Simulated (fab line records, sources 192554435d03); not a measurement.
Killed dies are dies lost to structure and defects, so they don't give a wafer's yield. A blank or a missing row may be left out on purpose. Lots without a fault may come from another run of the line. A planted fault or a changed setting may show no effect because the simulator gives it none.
Chamber matching | flow n5_finfet | N5_HKMG_FIN_ALD_21 on ald_metal-03: 4 sister chambers
The step deposits TiN, target thk 1.5 nm, pulse time 1 s, purge time 3 s. 8 wafers are shown with their chamber, then 9 later ones without.

WAFERS WITH THEIR CHAMBER
wafer  | chamber | heater_power_w (W) | precursor_pulse_height_rel
L081.2 | 3       | 783                | 0.998
L081.3 | 0       | 946                | 1.001
L081.4 | 3       | 779                | 0.984
L082.4 | 0       | 909                | 1.000
L087.2 | 2       | 903                | 0.953
L088.1 | 1       | 801                | 0.999
L088.5 | 2       | 932                | 0.954
L088.6 | 1       | 832                | 1.026

WAFERS WITHOUT THEIR CHAMBER
wafer  | heater_power_w (W) | precursor_pulse_height_rel
L089.1 | 814                | 1.009
L089.2 | 910                | 0.957
L089.6 | 923                | 0.994
L091.1 | 830                | 1.003
L091.4 | 917                | 0.988
L091.5 | 915                | 0.980
L092.2 | 772                | 0.972
L092.3 | 934                | 1.003
L092.6 | 800                | 0.998

WHICH CHAMBER EACH WENT THROUGH
wafer  | from the rows above     | in truth
L089.1 | 1                       | 1
L089.2 | 2                       | 2
L089.6 | 0                       | 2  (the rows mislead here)
L091.1 | can't be placed: 1 or 3 | 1
L091.4 | can't be placed: 0 or 2 | 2
L091.5 | can't be placed: 0 or 2 | 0
L092.2 | 3                       | 3
L092.3 | 0                       | 0
L092.6 | can't be placed: 3 or 1 | 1
Placed correctly: 4 of 9. Can't be placed from these rows: 4 (the true chamber is among the candidates in 4). Placed wrongly: 1.
How it was worked out, from the rows above alone: a wafer's distance from a chamber is the root of the sum, over the readings, of the square of ((its reading less the chamber's mean) divided by the reading's scatter). The wafer belongs to the nearest chamber; if the next one is less than 2 further off, it can't be placed. A chamber's mean is the mean of its shown wafers. The scatter: the root of (the sum of the squares of (reading less its chamber's mean) over the shown wafers, divided by (wafers less chambers)).
